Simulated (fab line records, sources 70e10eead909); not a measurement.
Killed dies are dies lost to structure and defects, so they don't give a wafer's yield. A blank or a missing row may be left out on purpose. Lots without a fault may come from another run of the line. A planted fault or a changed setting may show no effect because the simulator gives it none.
Problem report in the 8D (eight disciplines) form, filled by code | flow nand_harc | the parts of the form that need people (team, actions taken, sign-off) are left out

1. THE PROBLEM
killed_at_array at NHARC_END_SORT_01 reads a mean of 93 on 6 wafers of 2 lots; wafers without a fault read 25 with a standard deviation of 9.5. That is +7.1 standard deviations from the usual mean.
First seen on wafer L544.4, day 25 02:05, on prober-02. The record holds 6 wafers of 2 lots with a number at this step. Rule for "out", or "out of limits": more than 4 standard deviations from the usual mean. The other wafers with a number count as sound.

2. WHAT IT IS AND WHAT IT IS NOT
question                    | is                           | is not
which readings at this step | killed_at_array, killed_dies | killed_at_other, killed_at_periphery, killed_short
which lots                  | L543, L544                   | -
which wafers of those lots  | all that have a number       | -
read on which gauges        | prober-02                    | -
when                        | from day 25 02:05            | up to then (0 sound wafers)

3. SUSPECTS, AND WHAT RULES EACH OUT
Counting: a tool at a process step up to the reading stays a suspect if it ran every lot that is out and no sound lot after the first of them.
- the gauge at NHARC_END_SORT_01: kept. All the wafers that are out were read on prober-02, and no step on other tools shows them out.
- pecvd_onon-03 at NHARC_A_ONON_D1_DEP_03 (target thk 1000 nm): kept. It ran every lot that is out, first L543 (day 12 21:08), and no sound lot after that.
- rie_diel-02 at NHARC_HYBRID_BOND_ACTIVATE_00 (chemistry N2, time 60 s): kept. It ran every lot that is out, first L544 (day 23 21:24), and no sound lot after that.
Left after counting: pecvd_onon-03 at NHARC_A_ONON_D1_DEP_03, rie_diel-02 at NHARC_HYBRID_BOND_ACTIVATE_00, prober-02 at NHARC_END_SORT_01.

4. THE CAUSE (what the simulator had put in)
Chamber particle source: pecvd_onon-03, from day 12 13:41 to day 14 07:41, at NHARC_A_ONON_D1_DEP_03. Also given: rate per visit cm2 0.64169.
Counting left 3 suspects, and this tool is among them.

5. THE CHAIN OF EFFECTS, in route order
Each row: a reading whose mean over the struck wafers that have a number lies more than 3 standard deviations from the usual. Only readings for which the record gives a usual standard deviation are gone through. hours: the time from each lot's start at the first step in this table that gives one to its start at this step, as a median over the lots. sigmas: the change in usual standard deviations.
hours | step              | reading         | usual | on struck wafers | change | sigmas
0     | NHARC_END_SORT_01 | killed_at_array | 25    | 93               | +68    | +7.1
0     | NHARC_END_SORT_01 | killed_dies     | 29    | 97               | +68    | +6.8

6. WHAT WOULD HAVE CAUGHT IT SOONER
In this record the first reading out of limits at a measuring or inspecting step was taken at day 25 02:05, 300 hours after the fault began at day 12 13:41.
Of the tool readings at NHARC_A_ONON_D1_DEP_03 for which the record gives a usual standard deviation, none was out on any struck wafer, so an alarm limit of 4 standard deviations on them would not have fired.
All the lots that are out (2) had begun NHARC_A_ONON_D1_DEP_03 on pecvd_onon-03 by day 25 02:05. A hold on the tool at that time would have spared none of them.
